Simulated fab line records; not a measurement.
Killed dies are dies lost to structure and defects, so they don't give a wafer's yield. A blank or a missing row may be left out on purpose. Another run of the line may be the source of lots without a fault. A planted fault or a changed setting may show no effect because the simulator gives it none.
A struck lot beside a sound one / flow n5-finfet / 39 out of 1938 route steps
Sound: wafers L633.2, L633.3, L633.5. Struck: wafer L642.2 (left out: L642.3, a lot-mate that was not struck); the cause follows at the end.
Per side, at each step with rows, come the tool, then ch with its chambers, and then its first start. Under that, the readings that differ: sound wafers / struck wafers / difference of the means / sigmas: that difference in standard deviations of wafers without a fault.
alike: readings with means less than 2 such deviations apart, plus words and numbers identical on both sides. not compared: withheld readings, readings lacking a value on some wafer, bounds such as >300 that could conceal the same value, and numbers that have no deviation in the record and whose values overlap.
Wherever a step has rows on one side only, a row that says differs or no value, or a row with sigmas, the two part there. Numbers that have no deviation but don't overlap get no sigmas and don't part them. A reading that every wafer of one side lacks parts them only if that side has two wafers or more.

first, 11 steps without rows for these wafers: N5_FIN_SAQP_SPACER1_ETCHBACK_25 (etches SiO2 in CHF3/O2, target depth 24.4 nm, time 12.2 s); N5_FIN_SAQP_MANDREL1_REMOVE_56 (chemistry HBr/Cl2/O2, target a-Si, stops on SiNx, bt time 10 s); N5_FIN_SAQP_ETCH_57 (etches SiNx in CH3F/O2, target depth 32.5 nm, time 46.4 s); N5_FIN_SAQP_ETCH_65 (etches SiO2 in CF4, target depth 4 nm, time 4.4 s); N5_FIN_SAQP_MANDREL_ETCH_58 (etches a-Si in HBr/Cl2, stops on SiNx, target depth 45 nm, bt time 10 s, time 27 s); N5_FIN_SAQP_RECESS_63 (chemistry HF/NH3, target SiO2, target depth 18 nm, afs cycles 3, sublimation time 60 s); N5_FIN_SAQP_COAT_68 (time 60 s, resist thk 100 nm); N5_FIN_SAQP_ETCH_69 (etches SOC in N2/H2, stops on SiNx, target depth 150 nm); N5_FIN_SAQP_ETCH_67 (etches SiNx in CH3F/O2, target depth 30 nm); N5_FIN_SAQP_STRIP_70 (strips in N2/H2); N5_FIN_SAQP_RECESS_71 (chemistry HF/NH3, target SiO2, target depth 3 nm, afs cycles 1, sublimation time 60 s).
N5_FIN_SAQP_SPACER2_ALD_28: deposits SiO2, target thk 8.1 nm, pulse time 1 s, purge time 2 s.
  sound on ald-sin-04 ch 2,3, day 3 07:05; struck on ald-sin-04 ch 2, day 5 13:31
reading=model.SiO2_of_FIN_SAQP_SPACER2_ALD_28.thk-nm (nm); sound=8.2 8 8; struck=10.8; difference=+2.7; sigmas=
  alike: heater-power-w, precursor-pulse-height-rel
then, 1 step without rows for these wafers: N5_FIN_SAQP_SPACER2_ETCHBACK_29 (etches SiO2 in CHF3/O2, target depth 12.2 nm, time 6.1 s).
N5_FIN_SAQP_MANDREL2_REMOVE_60: chemistry HBr/Cl2/O2, target a-Si, stops on SiNx, bt time 10 s.
  sound on rie-si-01 ch 1,2,3, day 3 07:31; struck on rie-si-01 ch 2, day 5 13:56
reading=model.FIN_SAQP.cd-nm (nm); sound=8.2 8 8.2; struck=10.8; difference=+2.7; sigmas=
  alike: HBr_flow_sccm, drypump-motor-current-A, oes-product-au, throttle-valve-pct
  not compared: rf-hours-counter-h
N5_FIN_SAQP_CD_MEAS_31: target cd 8 nm.
  sound on cd-sem-01 ch 0, day 3 07:38; struck on cd-sem-01 ch 0, day 5 14:03
reading=cd-nm (nm); sound=8.34 8.20 8.26; struck=10.80; difference=+2.53; sigmas=+13
then, 3 steps without rows for these wafers: N5_FIN_SAQP_HM_OPEN_33 (chemistry CH3F/O2, target SiNx, target depth 49.4 nm, time 70.6 s); N5_FIN_SAQP_ETCH_34 (etches SiO2 in C4F6/O2, target depth 45 nm, time 15 s); N5_FIN_SAQP_STRIP_77 (strips in N2/H2, time 90 s).
N5_FIN_SAQP_HM_CD_35: target cd 8 nm.
  sound: cd-sem-02 at day 3 07:55; struck: cd-sem-02 at day 5 14:19
reading=cd-nm (nm); sound=8.27 7.94 8.06; struck=11.03; difference=+2.94; sigmas=+13
then, 1 step without rows for these wafers: N5_FIN_SAQP_ETCH_64 (etches SiO2 in CF4, target depth 1.5 nm).
N5_FIN_SAQP_FIN_ETCH_36: etches the open film in HBr/Cl2/O2, target depth 120 nm, time 50.4 s.
  sound on rie-si-03 ch 0,1,3, day 3 07:58; struck on rie-si-03 ch 3, day 5 14:23
reading=oes-product-au (a.u.); sound=1.019 1.015 0.975; struck=1.049; difference=+0.046; sigmas=+3
reading=model.FIN_SAQP.cd-nm (nm); sound=8.2 8.2 8.2; struck=11; difference=+3; sigmas=
  alike: HBr_flow_sccm, drypump-motor-current-A, throttle-valve-pct
  not compared: rf-hours-counter-h
N5_FIN_SAQP_CD_MEAS_37: target cd 8 nm.
  sound: cd-sem-01 at day 3 08:06; struck: cd-sem-01 at day 5 14:30
reading=cd-nm (nm); sound=8.12 8.10 7.77; struck=11.00; difference=+3.00; sigmas=+13
then, 14 steps without rows for these wafers: N5_FIN_SAQP_PRECLEAN_38 (cleans in O3/DIW, time 45 s); N5_FIN_SAQP_PRECLEAN_45 (cleans in dHF, time 10 s); N5_FIN_SAQP_SRD_39 (time 30 s); N5_FIN_CUT_COAT_18 (time 60 s, resist thk 230 nm); N5_FIN_CUT_COAT_19 (time 60 s, resist thk 20 nm); N5_FIN_CUT_COAT_29 (time 60 s, resist thk 10 nm); N5_FIN_CUT_COAT_02 (resist thk 30 nm); N5_FIN_CUT_EBR_04; N5_FIN_CUT_SOFTBAKE_03 (time 60 s); N5_FIN_CUT_EXPOSE_05 (exposes mask FIN CUT); N5_FIN_CUT_PEB_06 (peb time 60 s); N5_FIN_CUT_DEVELOP_07 (develop time 30 s); N5_FIN_CUT_DESCUM_13 (chemistry O2, time 7 s); N5_FIN_CUT_ETCH_30 (etches underlayer in N2/H2, target depth 13 nm, time 10.4 s).
N5_STI_FIN_REVEAL_CD_MEAS_22: target cd 6.238 nm, pitch 28 nm.
  sound: cd-sem-02 at day 3 19:02; struck: cd-sem-03 at day 6 01:08
reading=cd-nm (nm); sound=6.49 6.70 6.13; struck=9.13; difference=+2.69; sigmas=+11
-- here the record skips 5 days between the struck wafers' starts before and after, leaving off in module STI_FIN_REVEAL and picking up in module BEOL_M4 (first step shown: number 1111 of the route) --
N5_BEOL_M4_RC_MEAS_101:
  sound on prober-01 ch 0, day 9 00:02; struck on prober-01 ch 0, day 11 12:13
reading=DIBL_N (mV/V); sound=36.7 36.0 36.0; struck=53.9; difference=+17.7; sigmas=+13
reading=DIBL_P (mV/V); sound=38.5 37.7 37.6; struck=59.8; difference=+21.9; sigmas=+13
reading=IOFF_N (nA/um); sound=0.181 0.166 0.165; struck=2.029; difference=+1.858; sigmas=+81
reading=IOFF_N_85C (nA/um); sound=3.4 3.2 3.2; struck=26.0; difference=+22.7; sigmas=+60
reading=IOFF_N_LIN (nA/um); sound=0.080 0.075 0.076; struck=0.637; difference=+0.560; sigmas=+62
reading=IOFF_P (nA/um); sound=0.222 0.207 0.207; struck=1.615; difference=+1.403; sigmas=+48
reading=IOFF_P_85C (nA/um); sound=3.8 3.7 3.6; struck=20.4; difference=+16.7; sigmas=+39
reading=IOFF_P_LIN (nA/um); sound=0.098 0.097 0.095; struck=0.446; difference=+0.349; sigmas=+32
reading=ION_N (uA/um); sound=680 674 676; struck=815; difference=+138; sigmas=+16
reading=ION_P (uA/um); sound=459 463 461; struck=531; difference=+70; sigmas=+10
reading=SS_N (mV/dec); sound=72.2 71.6 71.5; struck=75.4; difference=+3.6; sigmas=+8
reading=SS_P (mV/dec); sound=73.5 73.1 74.0; struck=79.1; difference=+5.6; sigmas=+9
reading=VT_N (mV); sound=249.0 250.0 248.4; struck=205.1; difference=-44.0; sigmas=-15
reading=VT_N_LVT (mV); sound=99.6 100.6 99.3; struck=55.1; difference=-44.7; sigmas=-17
reading=VT_P (mV); sound=-252.3 -253.5 -251.6; struck=-221.3; difference=+31.2; sigmas=+10
reading=VT_P_LVT (mV); sound=-99.7 -102.2 -101.0; struck=-70.8; difference=+30.2; sigmas=+13
-- here the record skips 4 days between the struck wafers' starts before and after, leaving off in module BEOL_M4 and picking up in module PASSIVATION (first step shown: number 1936 of the route) --
N5_PASSIVATION_PROBE_49:
  rows exist in the record for the struck wafers here (prober-01, day 15 21:32), but not for the sound ones

== WHERE THEY PART ==
At N5_FIN_SAQP_CD_MEAS_31 first; at N5_PASSIVATION_PROBE_49 last (within this record only).

WHY: what the simulator had put in
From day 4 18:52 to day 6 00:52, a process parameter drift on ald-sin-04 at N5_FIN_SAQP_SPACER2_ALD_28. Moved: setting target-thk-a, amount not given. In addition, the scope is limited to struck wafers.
